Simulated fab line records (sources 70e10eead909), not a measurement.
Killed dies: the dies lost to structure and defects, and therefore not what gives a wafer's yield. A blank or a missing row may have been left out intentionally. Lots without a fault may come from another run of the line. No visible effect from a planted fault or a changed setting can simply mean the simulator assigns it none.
fab line records -- flow nand-harc
record lots=6, wafers=18, last-day=32
route steps=1302 shown P_ZERO_WELL@15
lots that met no fault: from a run of the same line without faults
start-h: hours from the record's first day to the start of the lot's first wafer shown -- wait-h: hours elapsed since this lot's preceding step -- " repeats the value in the row above -- L1.1+2: a row that stands for several wafers -- - value missing, or start not given -- * or withheld: withheld -- < > ~ a bound
route shown NAME@n: names a module that has steps shown in the file, with the first one's number in the route -- usual: mean/standard deviation taken from wafers without a fault -- same: alike in all rows -- chamber/n: place in a boat -- sites: readings site by site -- _std_site: standard deviation across them -- _edge_site: inner sites' mean taken away from outer sites' mean -- radius-mm: for every site, how far away it sits from the centre of the wafer -- mask NAME#n: copy n -- behind: tool/chamber where the wafer was last shaped -- hold: reason for holding the lot/hours on hold/outcome of the hold -- device: transistor that didn't switch, given as n, p or np -- end of line: the tests these same wafers got at the end of their route -- where a step has no rows: the recipe by itself -- killed: dies lost to structure and defects at the first sort, not the wafer's yield -- map: per-die view of a wafer (x killed, . not killed, _ where there is no die)
set.NAME: the setting as run; set.NAME@STEP: as run at that earlier step -- model.NAME: the simulator's own value behind a step, which no gauge read
lots at some steps of the route; a table a step, a row a wafer
services: the hour from which a tool's chamber was out of use, counted from the record's first day as start-h (under 0 if before that day), plus the number of hours and why
## steps
# step NHARC_P_ZERO_WELL_HARDBAKE_12
# recipe temp-c=118, time-s=65
# step NHARC_P_ZERO_WELL_DESCUM_13
# recipe time-s=3, o2-flow-sccm=200, ar-flow-sccm=0, bias-power-w=0, chemistry=O2
# usual drypump-motor-current-A=6.0/0.38, oes-product-au=0.998/0.01, rf-vpp-V=57.5/0.87, showerhead-plenum-p-Torr=1.87/0.079, throttle-valve-pct=11.312/0.0093
lot.wafer,tool,chamber,start-h,wait-h,drypump-motor-current-A,oes-product-au,rf-hours-counter-h,rf-vpp-V,showerhead-plenum-p-Torr,throttle-valve-pct
L773.4,rie-diel-02,1,21.40,-,5.8,1.001,41,57.9,2.03,11.325
L773.3,rie-diel-02,2,21.40,-,5.6,1.000,42,57.5,1.89,11.314
L773.2,rie-diel-02,3,21.40,-,5.8,0.986,40,59.3,1.77,11.302
L784.1,rie-diel-11,0,131.27,-,5.8,1.012,14,58.7,1.96,11.301
L784.2,rie-diel-11,2,131.27,-,5.7,1.012,18,57.1,1.81,11.311
L784.3,rie-diel-11,3,131.27,-,6.5,1.010,14,56.9,1.78,11.316
L785.2,rie-diel-02,3,141.46,-,5.8,0.990,28,56.8,1.76,11.304
L785.4,rie-diel-02,0,141.46,-,5.6,0.981,24,58.2,1.94,11.307
L785.1,rie-diel-02,2,141.46,-,5.5,0.992,28,59.0,1.88,11.302
L787.3,rie-diel-03,2,161.29,-,6.7,1.001,13,56.3,1.78,11.314
L787.1,rie-diel-03,3,161.29,-,6.3,1.008,13,58.0,1.89,11.308
L787.6,rie-diel-03,1,161.29,-,6.0,0.997,-,57.6,1.83,11.310
L793.3,rie-diel-03,3,221.39,-,6.3,1.001,32,57.0,1.89,11.326
L793.1,rie-diel-03,0,221.39,-,6.4,1.000,28,58.2,1.85,11.316
L793.2,rie-diel-03,1,221.39,-,6.1,1.000,30,56.9,1.83,11.310
L794.3,rie-diel-11,0,231.59,-,5.8,1.007,49,57.3,1.95,11.316
L794.6,rie-diel-11,2,231.59,-,5.7,1.021,-,57.5,1.80,11.313
L794.5,rie-diel-11,3,231.59,-,6.5,0.993,-,56.1,1.77,11.301
# step NHARC_P_ZERO_WELL_ETCH_65
# recipe target-depth-a=800, overetch-a=240, time-s=87.88, ion-energy-ev=200, n2-flow-sccm=150, h2-flow-sccm=150, ar-flow-sccm=0, rf-w=400, bias-w=150, chemistry=N2/H2
# usual bias-w=150.0/0.45, drypump-motor-current-A=6.0/0.39, h2-flow-sccm=150.1/0.42, oes-product-au=1.000/0.0093, rf-vpp-V=429.4/2.7, showerhead-plenum-p-Torr=2.00/0.089, throttle-valve-pct=14.172/0.0089
lot.wafer,tool,chamber,start-h,wait-h,bias-w,drypump-motor-current-A,h2-flow-sccm,oes-product-au,rf-hours-counter-h,rf-vpp-V,showerhead-plenum-p-Torr,throttle-valve-pct
L773.4,rie-diel-02,1,21.47,0.1,149.7,5.8,150.4,1.012,41,434.2,2.17,14.164
L773.3,rie-diel-02,2,21.47,0.1,149.7,5.5,150.0,1.000,42,429.0,2.01,14.192
L773.2,rie-diel-02,0,21.47,0.1,150.0,5.6,149.7,0.990,35,429.9,2.08,14.168
L784.3,rie-diel-11,2,131.38,0.1,150.6,5.6,150.1,1.010,18,426.3,1.92,14.185
L784.1,rie-diel-11,3,131.38,0.1,150.4,6.4,149.4,1.001,15,425.8,1.90,14.161
L784.2,rie-diel-11,0,131.38,0.1,149.6,5.8,150.0,1.006,14,431.3,2.09,14.168
L785.1,rie-diel-02,1,141.55,0.1,149.9,5.8,150.7,0.977,25,434.1,2.16,14.172
L785.2,rie-diel-02,2,141.55,0.1,150.4,5.5,150.1,0.982,28,429.4,2.00,14.175
L785.4,rie-diel-02,3,141.55,0.1,150.0,5.8,150.3,0.984,28,425.0,1.87,14.162
L787.3,rie-diel-03,2,161.37,0.1,149.5,6.7,150.0,0.995,13,426.4,1.89,14.162
L787.1,rie-diel-03,3,161.37,0.1,149.7,6.2,150.5,1.014,13,429.3,2.02,14.173
L787.6,rie-diel-03,2,161.37,0.1,149.8,6.7,149.9,1.000,-,426.7,1.89,14.172
L793.3,rie-diel-03,0,221.49,0.1,150.0,6.4,150.6,0.998,28,427.7,1.97,14.179
L793.2,rie-diel-03,1,221.49,0.1,149.9,6.0,150.7,0.998,30,427.9,1.95,14.160
L793.1,rie-diel-03,2,221.49,0.1,149.8,6.7,150.4,0.999,31,425.2,1.88,14.167
L794.3,rie-diel-11,1,231.66,0.1,149.6,5.5,151.0,1.010,47,431.4,2.04,14.166
L794.5,rie-diel-11,0,231.66,0.1,150.7,5.9,149.8,1.006,-,432.3,2.08,14.162
L794.6,rie-diel-11,1,231.66,0.1,149.6,5.5,149.8,1.007,-,431.7,2.04,14.160
# step NHARC_P_ZERO_WELL_ETCH_62
# recipe target-depth-a=130, time-s=6.5, chf3-flow-sccm=50, ar-flow-sccm=200, rf-w=500, bias-w=200, chemistry=CHF3/Ar
# usual bias-w=200.0/0.62, drypump-motor-current-A=5.9/0.37, oes-product-au=0.955/0.018, rf-vpp-V=369.7/2.2, showerhead-plenum-p-Torr=2.30/0.093, throttle-valve-pct=20.216/0.0091
lot.wafer,tool,chamber,start-h,wait-h,bias-w,drypump-motor-current-A,oes-product-au,rf-hours-counter-h,rf-vpp-V,showerhead-plenum-p-Torr,throttle-valve-pct
L773.2,rie-diel-02,0,-,-,199.2,5.6,0.952,35,371.4,2.38,20.219
L773.4,rie-diel-02,1,-,-,200.4,5.8,0.973,41,372.7,2.48,20.220
L773.3,rie-diel-02,3,-,-,200.1,5.8,0.971,40,367.3,2.18,20.213
L784.2,rie-diel-11,1,-,-,200.3,5.5,0.963,18,370.5,2.35,20.221
L784.3,rie-diel-11,2,-,-,200.4,5.7,0.950,18,368.3,2.22,20.210
L784.1,rie-diel-11,0,-,-,200.8,5.8,0.952,14,371.0,2.40,20.210
L785.2,rie-diel-02,0,-,-,199.4,5.6,0.950,24,372.0,2.37,20.209
L785.1,rie-diel-02,1,-,-,199.9,5.8,0.965,25,373.3,2.47,20.211
L785.4,rie-diel-02,2,-,-,200.6,5.5,0.966,28,370.4,2.30,20.221
L787.3,rie-diel-03,3,-,-,200.4,6.2,0.987,13,368.7,2.32,20.216
L787.1,rie-diel-03,1,-,-,200.5,6.0,0.953,15,369.5,2.25,20.215
L787.6,rie-diel-03,0,-,-,200.1,6.4,0.956,-,370.6,2.27,20.237
L793.2,rie-diel-03,0,-,-,200.4,6.4,0.959,28,368.1,2.27,20.203
L793.1,rie-diel-03,1,-,-,200.3,6.0,0.974,30,369.5,2.24,20.226
L793.3,rie-diel-03,2,-,-,199.0,6.7,0.976,31,367.2,2.18,20.234
L794.3,rie-diel-11,0,-,-,199.2,5.8,0.991,49,370.5,2.38,20.224
L794.6,rie-diel-11,2,-,-,200.1,5.7,0.989,-,368.2,2.21,20.225
L794.5,rie-diel-11,3,-,-,198.8,6.5,0.966,-,366.5,2.18,20.212
# step NHARC_P_ZERO_WELL_ETCH_63
# recipe target-depth-a=1200, time-s=40.1, hbr-flow-sccm=150, cl2-flow-sccm=50, rf-w=400, icp-w=400, bias-w=100, chemistry=HBr/Cl2
# usual bias-w=100.03/0.29, drypump-motor-current-A=5.7/0.43, he-backside-leak-sccm=2.75/0.21, oes-product-au=1.003/0.011, throttle-valve-pct=26.405/0.0086
lot.wafer,tool,chamber,start-h,wait-h,bias-w,drypump-motor-current-A,he-backside-leak-sccm,oes-product-au,rf-hours-counter-h,throttle-valve-pct
L773.2,rie-si-02,1,21.65,-,100.24,5.3,2.61,0.993,0.61,26.416
L773.3,rie-si-02,3,21.65,-,100.56,5.1,3.01,1.011,0.48,26.400
L773.4,rie-si-02,0,21.65,-,99.69,5.5,2.76,1.007,0.56,26.404
L784.1,rie-si-02,0,131.81,-,99.98,5.5,2.64,1.026,0.14,26.414
L784.2,rie-si-02,2,131.81,-,100.05,6.2,2.88,0.999,0.15,26.396
L784.3,rie-si-02,3,131.81,-,100.27,5.1,2.83,1.018,0.16,26.423
L785.4,rie-si-02,2,141.72,-,100.14,6.2,2.81,1.005,0.19,26.409
L785.1,rie-si-02,3,141.72,-,100.06,5.1,3.08,1.004,0.20,26.417
L785.2,rie-si-02,0,141.72,-,99.78,5.5,2.75,1.005,0.22,26.402
L787.1,rie-si-03,1,161.53,-,100.16,5.9,2.54,0.984,0.69,26.404
L787.3,rie-si-03,0,161.53,-,100.26,5.9,3.24,1.011,0.68,26.405
L787.6,rie-si-03,1,161.53,-,100.03,5.9,2.54,1.002,-,26.400
L793.2,rie-si-02,1,221.65,-,99.51,5.3,2.40,0.992,0.65,26.406
L793.3,rie-si-02,2,221.65,-,99.71,6.3,2.87,1.013,0.74,26.402
L793.1,rie-si-02,0,221.65,-,100.14,5.5,2.64,0.998,0.71,26.392
L794.3,rie-si-02,1,231.87,-,100.37,5.2,2.35,0.982,0.75,26.396
L794.5,rie-si-02,2,231.87,-,100.18,6.2,2.72,1.002,-,26.405
L794.6,rie-si-02,3,231.87,-,100.14,5.1,3.18,1.020,-,26.406
# step NHARC_P_ZERO_WELL_STRIP_15
# recipe time-s=900, temp-c=130, chemistry=SPM
# step NHARC_P_ZERO_WELL_DEHYDRATE_16
# recipe temp-c=150, time-s=120
# step NHARC_P_ZERO_WELL_HMDS_17
# recipe time-s=30
# step NHARC_P_ZERO_WELL_COAT_18
# recipe spin-rpm=withheld
# step NHARC_P_ZERO_WELL_SOFTBAKE_19
# recipe temp-c=122, time-s=95
# step NHARC_P_ZERO_WELL_EBR_20
# step NHARC_P_ZERO_WELL_EXPOSE_21
# recipe na=0.6, target-cd-nm=720, dose-mj=22.31, mask-id=P_NWELL
# step NHARC_P_ZERO_WELL_PEB_22
# recipe peb-temp-c=118, peb-time-s=85
# usual chill-plate-temp-C=23.03/0.099, heater-power-total-W=163.93/0.27, plate-temp-C=117.99/0.13
lot.wafer,tool,chamber,start-h,wait-h,chill-plate-temp-C,heater-power-total-W,plate-temp-C
L773.2,litho-track-02,0,22.37,0.1,22.84,163.57,117.94
L773.3,litho-track-02,0,22.37,0.1,23.01,163.60,117.78
L773.4,litho-track-02,0,22.37,0.1,22.85,163.61,118.11
L784.1,litho-track-02,0,132.66,0.1,23.13,155.73,113.54
L784.2,litho-track-02,0,132.66,0.1,23.04,155.96,113.81
L784.3,litho-track-02,0,132.66,0.1,23.02,155.87,113.65
L785.1,litho-track-02,0,142.56,0.1,23.09,155.75,113.89
L785.2,litho-track-02,0,142.56,0.1,23.13,155.81,113.74
L785.4,litho-track-02,0,142.56,0.1,22.93,155.74,113.75
L787.1,litho-track-07,0,162.37,0.1,23.03,163.66,118.00
L787.3,litho-track-07,0,162.37,0.1,22.99,164.01,117.92
L787.6,litho-track-07,0,162.37,0.1,23.15,164.16,117.94
L793.1,litho-track-02,0,222.48,0.1,22.97,163.71,117.88
L793.2,litho-track-02,0,222.48,0.1,22.86,163.66,118.12
L793.3,litho-track-02,0,222.48,0.1,22.90,164.40,117.95
L794.3,litho-track-05,0,232.72,0.1,22.96,163.77,118.11
L794.5,litho-track-05,0,232.72,0.1,22.89,163.81,118.25
L794.6,litho-track-05,0,232.72,0.1,22.93,163.70,118.08
# step NHARC_P_ZERO_WELL_DEVELOP_23
# recipe time-s=70
# step NHARC_P_ZERO_WELL_CD_MEAS_24
# recipe target-cd-nm=720, landing-energy-ev=500
# usual cd-nm=719.3/1.7
lot.wafer,tool,chamber,start-h,wait-h,cd-nm
L773.2,cd-sem-02,0,22.46,-,716.6
L773.3,cd-sem-02,0,22.46,-,720.9
L773.4,cd-sem-02,0,22.46,-,718.7
L784.1,cd-sem-02,0,132.75,-,710.8
L784.2,cd-sem-02,0,132.75,-,712.8
L784.3,cd-sem-02,0,132.75,-,711.4
L785.1,cd-sem-01,0,142.65,-,713.1
L785.2,cd-sem-01,0,142.65,-,708.4
L785.4,cd-sem-01,0,142.65,-,710.5
L787.1,cd-sem-01,0,162.46,-,721.9
L787.3,cd-sem-01,0,162.46,-,718.2
L787.6,cd-sem-01,0,162.46,-,717.8
L793.1,cd-sem-02,0,222.57,-,719.3
L793.2,cd-sem-02,0,222.57,-,721.2
L793.3,cd-sem-02,0,222.57,-,717.6
L794.3,cd-sem-03,0,232.81,-,720.3
L794.5,cd-sem-03,0,232.81,-,719.5
L794.6,cd-sem-03,0,232.81,-,720.3
# step NHARC_P_ZERO_WELL_HARDBAKE_25
# recipe temp-c=125, time-s=80
# step NHARC_P_ZERO_WELL_DESCUM_26
# recipe time-s=3, o2-flow-sccm=200, ar-flow-sccm=0, bias-power-w=0, chemistry=O2
# usual drypump-motor-current-A=5.9/0.37, oes-product-au=0.997/0.011, rf-vpp-V=57.7/0.96, showerhead-plenum-p-Torr=1.89/0.086, throttle-valve-pct=11.312/0.0089
lot.wafer,tool,chamber,start-h,wait-h,drypump-motor-current-A,oes-product-au,rf-hours-counter-h,rf-vpp-V,showerhead-plenum-p-Torr,throttle-valve-pct,model.P_ZERO_WELL.cd-nm
L773.4,rie-diel-11,2,22.63,-,5.7,0.993,32,57.3,1.82,11.306,719.1
L773.2,rie-diel-11,3,22.63,-,6.5,1.005,42,57.2,1.79,11.321,716.1
L773.3,rie-diel-11,0,22.63,-,5.8,0.990,38,58.0,1.97,11.296,720
L784.1,rie-diel-02,1,132.91,-,5.8,0.985,23,57.5,2.02,11.305,710.4
L784.2,rie-diel-02,2,132.91,-,5.6,0.988,25,58.4,1.88,11.324,713
L784.3,rie-diel-02,0,132.91,-,5.6,0.987,20,57.7,1.94,11.317,711.5
L785.4,rie-diel-11,3,142.81,-,6.5,1.001,18,55.4,1.78,11.320,711.2
L785.2,rie-diel-11,0,142.81,-,5.8,1.009,18,57.2,1.96,11.309,708
L785.1,rie-diel-11,1,142.81,-,5.5,1.005,21,58.5,1.92,11.313,712.8
L787.3,rie-diel-03,2,162.62,-,6.7,0.989,14,57.7,1.78,11.309,719.1
L787.1,rie-diel-03,1,162.62,-,6.0,0.999,15,58.4,1.83,11.312,721.7
L787.6,rie-diel-03,2,162.62,-,6.7,0.983,-,57.9,1.78,11.323,718.1
L793.2,rie-diel-03,2,222.73,-,6.7,0.992,32,57.0,1.77,11.304,721.5
L793.1,rie-diel-03,0,222.73,-,6.4,1.019,29,58.9,1.85,11.329,719.5
L793.3,rie-diel-03,1,222.73,-,6.0,1.000,30,56.1,1.83,11.313,718.7
L794.3,rie-diel-02,3,232.96,-,5.8,0.987,2,58.8,2.08,11.314,720.6
L794.5,rie-diel-02,3,232.96,-,5.8,0.985,-,58.8,2.08,11.320,719.5
L794.6,rie-diel-02,0,232.96,-,5.7,1.004,-,58.4,1.93,11.307,720.4
# step NHARC_P_ZERO_WELL_IMPLANT_27
# recipe energy-kev=600, dose-cm2=1e+13, tilt-deg=7
## services
tool,chamber,start-h,hours,kind
rie-si-02,-,8.23,0.4,repair
rie-diel-03,0,17.75,4.5,repair
rie-diel-02,1,22.57,4.8,repair
rie-diel-02,-,39.79,9.0,pm
rie-si-03,-,44.00,9.0,pm
rie-diel-11,3,44.46,12.8,repair
litho-track-02,-,52.00,7.0,pm
rie-diel-02,0,55.75,12.8,repair
rie-diel-02,3,57.25,4.5,repair
rie-diel-03,2,66.60,8.6,repair
litho-track-07,-,76.00,7.0,pm
rie-diel-11,-,78.53,9.0,pm
rie-diel-02,-,89.91,1.7,repair
rie-si-02,-,100.00,9.0,pm
rie-diel-03,-,104.40,9.0,pm
litho-track-05,-,124.00,7.0,pm
rie-si-03,2,155.43,6.0,repair
rie-diel-02,3,176.62,17.7,repair
rie-diel-11,3,177.90,8.7,repair
rie-diel-03,-,192.95,0.2,repair
rie-diel-03,0,196.89,5.7,repair
rie-diel-11,1,198.54,4.5,repair
rie-diel-02,-,216.88,9.0,pm
litho-track-02,-,227.00,7.0,pm
## key
first-sign step=NHARC_P_ZERO_WELL_PEB_22, reading=plate-temp-C, direction=down, sigmas=33, usual=*, struck=*
effect step=NHARC_P_ZERO_WELL_PEB_22, reading=heater-power-total-W, direction=down, sigmas=30, usual=*, struck=*
effect step=NHARC_P_ZERO_WELL_CD_MEAS_24, reading=cd-nm, direction=down, sigmas=4.8, usual=719.3, struck=711.2
model-effect step=NHARC_P_ZERO_WELL_DESCUM_26, value=P_ZERO_WELL.cd-nm, without=719.5, struck=711.2
met-at NHARC_P_ZERO_WELL_PEB_22
struck-wafers L784.1,L784.2,L784.3,L785.1,L785.2,L785.4
tester-left-out L784,L785
onset-between 22.37 132.66
fault kind=process-parameter-drift, tool=litho-track-02, chamber=-, onset-h=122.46, steps=NHARC_P_ZERO_WELL_PEB_22, channel=peb-temp-c, offset=*, shape=step, end-h=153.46, acts-in=*, stated=*
# tester-left-out: of these lots the tester's yield and bins aren't shown, on N5 and GAA mostly nor the transistor test; their killed dies are dies lost to structure and defects alone, not to doping, threshold or leakage, so they don't give the yield
